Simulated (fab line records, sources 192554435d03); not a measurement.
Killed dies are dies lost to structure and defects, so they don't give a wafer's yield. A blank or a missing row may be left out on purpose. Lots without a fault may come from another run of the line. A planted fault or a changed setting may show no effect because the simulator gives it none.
Chamber matching | flow n5_finfet | N5_BEOL_M1_STRIP_19 on rie_diel-03: 4 sister chambers
The step strips in O2. 4 wafers are shown with their chamber, then 9 later ones without.

WAFERS WITH THEIR CHAMBER
wafer  | chamber | showerhead_plenum_p_Torr (Torr)
L085.4 | 1       | 2.16
L088.1 | 2       | 1.98
L091.3 | 3       | 2.23
L091.6 | 0       | 2.05

WAFERS WITHOUT THEIR CHAMBER
wafer  | showerhead_plenum_p_Torr (Torr)
L093.3 | 2.04
L093.4 | 2.15
L093.5 | 2.24
L097.1 | 2.24
L097.2 | 2.15
L097.3 | 2.04
L097.4 | 2.23
L097.5 | 2.15
L097.6 | 2.24

WHICH CHAMBER EACH WENT THROUGH
wafer  | from the rows above | in truth
L093.3 | 0                   | 0
L093.4 | 1                   | 1
L093.5 | 3                   | 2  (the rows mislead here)
L097.1 | 3                   | 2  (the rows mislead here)
L097.2 | 1                   | 1
L097.3 | 0                   | 0
L097.4 | 3                   | 3
L097.5 | 1                   | 1
L097.6 | 3                   | 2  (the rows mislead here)
Placed correctly: 6 of 9. Can't be placed from these rows: 0. Placed wrongly: 3.
How it was worked out, from the rows above alone: a wafer's distance from a chamber is the root of the sum, over the readings, of the square of ((its reading less the chamber's mean) divided by the reading's scatter). The wafer belongs to the nearest chamber; if the next one is less than 2 further off, it can't be placed. A chamber's mean is the mean of its shown wafers. The scatter: with one shown wafer a chamber, the root of the mean of the squares of how far each hidden wafer lies from its nearest shown one.
